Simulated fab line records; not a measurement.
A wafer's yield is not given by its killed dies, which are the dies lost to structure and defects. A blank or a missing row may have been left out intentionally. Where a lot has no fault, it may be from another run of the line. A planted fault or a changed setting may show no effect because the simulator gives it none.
Lot-split experiment -- flow n5-finfet -- 21 wafers read across 7 lots, on a route 1938 steps long

== SPLIT DETAILS ==
At N5_BEOL_M6_DESCUM_33 (chemistry O2, time 7 s), the setting time-s was moved away from the recipe's 7 s on 6 of the 21 wafers read, by -20.0% to +19.9%. For the rest of the wafers, this setting stayed at what the recipe calls for.

The split's own step is where the reading is taken.

== THE READING ==
CAR-EUV_of_BEOL_M6_COAT_22.thk-nm (the simulator's own value, which no gauge read), in nm, at N5_BEOL_M6_DESCUM_33 (chemistry O2, time 7 s). The file does not state a usual value for it. Average 26.0 nm, standard deviation 0.1 nm, over the 15 wafers here run with the recipe.

wafer,"tool, chamber at the split","time-s as run, s",against the recipe,"CAR-EUV_of_BEOL_M6_COAT_22.thk-nm, nm",against lot-mates on the recipe
L077.1,"rie-diel-05, 0,1",7,recipe,26,-
L077.4,"rie-diel-05, 0,1",7,recipe,26,-
L077.2,"rie-diel-05, 3",7.856,+12.2%,25.6,-0.4
L078.2,"rie-diel-06, 3,1",5.743,-18.0%,26.6,+0.6
L078.5,"rie-diel-06, 3,1",5.743,-18.0%,26.6,+0.6
L078.4,"rie-diel-06, 1",7,recipe,26,-
L080.1,"rie-diel-06, 3",7,recipe,25.8,-
L080.2,"rie-diel-06, 2,3",7,recipe,26,-
L080.5,"rie-diel-06, 2,3",7,recipe,26,-
L096.3,"rie-diel-06, 1,0",8.391,+19.9%,25.4,-0.6
L096.4,"rie-diel-06, 1,0",8.391,+19.9%,25.4,-0.6
L096.6,"rie-diel-06, 3",7,recipe,26,-
L090.2,"rie-diel-06, 0",5.598,-20.0%,26.8,+0.8
L090.3,"rie-diel-06, 3,2",7,recipe,26,-
L090.5,"rie-diel-06, 3,2",7,recipe,26,-
L097.1,"rie-diel-06, 3",7,recipe,26,-
L097.2,"rie-diel-06, 1",7,recipe,25.8,-
L097.5,"rie-diel-06, 1",7,recipe,25.8,-
L092.3,"rie-diel-05, 0",7,recipe,26.2,-
L092.4,"rie-diel-05, 2,1",7,recipe,26,-
L092.6,"rie-diel-05, 2,1",7,recipe,26,-
The file does not say which wafer passed through which chamber wherever a row lists several chambers: such a row stands for several wafers.

THE FIT
A straight line over all 21 wafers: CAR-EUV_of_BEOL_M6_COAT_22.thk-nm changes by -0.0334 nm for each +1% of time-s; r = -0.96; the points scatter about the line by 0.099 nm.
The same after taking each lot's own level away (the mean of its wafers on the recipe; 21 wafers): -0.0334 nm for each +1%; r = -0.98; scatter 0.073 nm.
According to that fit, moving time-s by its largest amount changes the reading by 0.67 nm.
Across the lots, their own levels run from 25.87 to 26.07 nm, a range of 2.0 times the standard deviation given above.
The two slopes agree, so the slope changes little with the lot-to-lot level.
Check: +0.642 nm against its lot-mates is what the line predicts for one of the wafers moved furthest among these (-20.0%) when that wafer is left out of the fit. It came out at +0.8 nm against them.

== FILE'S OWN FIT ==
CAR-EUV_of_BEOL_M6_COAT_22.thk-nm changes by -0.0344 nm for each +1% of time-s, r = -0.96.
